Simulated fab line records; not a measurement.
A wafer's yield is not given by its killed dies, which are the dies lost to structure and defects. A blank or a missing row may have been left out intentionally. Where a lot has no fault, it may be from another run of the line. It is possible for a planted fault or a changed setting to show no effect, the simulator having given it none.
Chamber matching | flow n5-finfet | N5_BEOL_M8_CVD_78 on cvd-co-02: 3 sister chambers
The step deposits Co from CCTBA/H2, target thk 2 nm, time 142.3 s. 3 wafers are shown with their chamber, then 7 later ones without.

## WAFERS, EACH WITH ITS CHAMBER
wafer  | chamber | run-length-s (s)
L945.5 | 2       | 165.3
L945.6 | 0       | 165.5
L946.4 | 1       | 164.1

## WAFERS WHOSE CHAMBER IS MISSING
wafer  | run-length-s (s)
L946.6 | 166.0
L948.1 | 163.9
L948.3 | 165.1
L948.5 | 164.3
L956.2 | 165.4
L957.5 | 164.4
L959.1 | 165.7

## WHICH CHAMBER EACH WENT THROUGH
wafer  | from the rows above     | in truth
L946.6 | can't be placed: 0 or 2 | 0
L948.1 | 1                       | 1
L948.3 | can't be placed: 2 or 0 | 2
L948.5 | 1                       | 1
L956.2 | can't be placed: 0 or 2 | 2
L957.5 | 1                       | 1
L959.1 | can't be placed: 0 or 2 | 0
Placed correctly: 3 of 7. Can't be placed from these rows: 4 (the true chamber is among the candidates in 4). Placed wrongly: 0.
How it was worked out, from the rows above alone: a wafer's distance from a chamber is the root of the sum, over the readings, of the square of ((its reading less the chamber's mean) divided by the reading's scatter). The wafer belongs to the nearest chamber; if the next one is less than 2 further off, it can't be placed. Each chamber's mean is taken over the wafers shown for it. The scatter: with one shown wafer a chamber, the root of the mean of the squares of how far each hidden wafer lies from its nearest shown one.
